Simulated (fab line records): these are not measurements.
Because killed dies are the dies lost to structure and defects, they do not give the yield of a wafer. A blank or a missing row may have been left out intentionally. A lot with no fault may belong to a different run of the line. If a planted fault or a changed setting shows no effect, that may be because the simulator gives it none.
Matching of chambers / flow n5-finfet / N5_BEOL_M2_ALD_98 on ald-sin-04: 4 sister chambers
The step deposits SiO2, target thk 2.5 nm, pulse time 1 s, co reactant pulse time 1 s. 14 wafers are shown with their chamber, then 7 later ones without.

## WAFERS, EACH WITH ITS CHAMBER
wafer=L074.1; chamber=0; heater-power-w (W)=77; precursor-pulse-height-rel=0.996
wafer=L074.2; chamber=3; heater-power-w (W)=77; precursor-pulse-height-rel=0.994
wafer=L074.3; chamber=2; heater-power-w (W)=94; precursor-pulse-height-rel=1.036
wafer=L076.3; chamber=1; heater-power-w (W)=77; precursor-pulse-height-rel=0.981
wafer=L076.4; chamber=0; heater-power-w (W)=76; precursor-pulse-height-rel=0.973
wafer=L076.5; chamber=0; heater-power-w (W)=77; precursor-pulse-height-rel=1.018
wafer=L085.3; chamber=1; heater-power-w (W)=75; precursor-pulse-height-rel=0.981
wafer=L085.5; chamber=0; heater-power-w (W)=77; precursor-pulse-height-rel=1.011
wafer=L085.6; chamber=1; heater-power-w (W)=76; precursor-pulse-height-rel=1.004
wafer=L088.1; chamber=3; heater-power-w (W)=77; precursor-pulse-height-rel=1.016
wafer=L088.2; chamber=0; heater-power-w (W)=77; precursor-pulse-height-rel=0.963
wafer=L088.4; chamber=1; heater-power-w (W)=76; precursor-pulse-height-rel=1.016
wafer=L089.1; chamber=2; heater-power-w (W)=87; precursor-pulse-height-rel=1.017
wafer=L089.2; chamber=3; heater-power-w (W)=78; precursor-pulse-height-rel=1.056

SIGNATURES (means of the wafers above)
reading=heater-power-w; chamber 0=76.80; chamber 1=76.00; chamber 2=90.50; chamber 3=77.33; scatter within a chamber=1.67
reading=precursor-pulse-height-rel; chamber 0=0.99220; chamber 1=0.99550; chamber 2=1.02650; chamber 3=1.02200; scatter within a chamber=0.0231
Rule: a wafer's distance from a chamber is the root of the sum, over the readings, of the square of ((its reading less the chamber's mean) divided by the reading's scatter). If the next closest chamber is less than 2 further off than the closest, the wafer can't be placed; otherwise it belongs to the closest. The scatter is the square root of a quotient: the sum, over the shown wafers, of each reading's squared deviation from its chamber's mean, divided by wafers minus chambers.

## WAFERS WHOSE CHAMBER IS MISSING
wafer=L089.4; heater-power-w (W)=76; precursor-pulse-height-rel=0.994
wafer=L095.3; heater-power-w (W)=90; precursor-pulse-height-rel=0.986
wafer=L095.4; heater-power-w (W)=76; precursor-pulse-height-rel=0.988
wafer=L095.5; heater-power-w (W)=77; precursor-pulse-height-rel=0.988
wafer=L097.1; heater-power-w (W)=77; precursor-pulse-height-rel=0.993
wafer=L097.3; heater-power-w (W)=74; precursor-pulse-height-rel=0.996
wafer=L097.5; heater-power-w (W)=77; precursor-pulse-height-rel=1.007

## WHICH CHAMBER EACH ONE RAN IN
wafer=L089.4; from the rows above=can't be placed: 1 or 0 or 3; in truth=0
wafer=L095.3; from the rows above=2; in truth=2
wafer=L095.4; from the rows above=can't be placed: 1 or 0 or 3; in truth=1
wafer=L095.5; from the rows above=can't be placed: 0 or 1 or 3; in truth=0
wafer=L097.1; from the rows above=can't be placed: 0 or 1 or 3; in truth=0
wafer=L097.3; from the rows above=can't be placed: 1 or 0 or 3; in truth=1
wafer=L097.5; from the rows above=can't be placed: 0 or 3 or 1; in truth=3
Placed correctly: 1 of 7. These rows do not allow placing 6 (true chamber among the candidates in 6). Wrongly placed: 0.
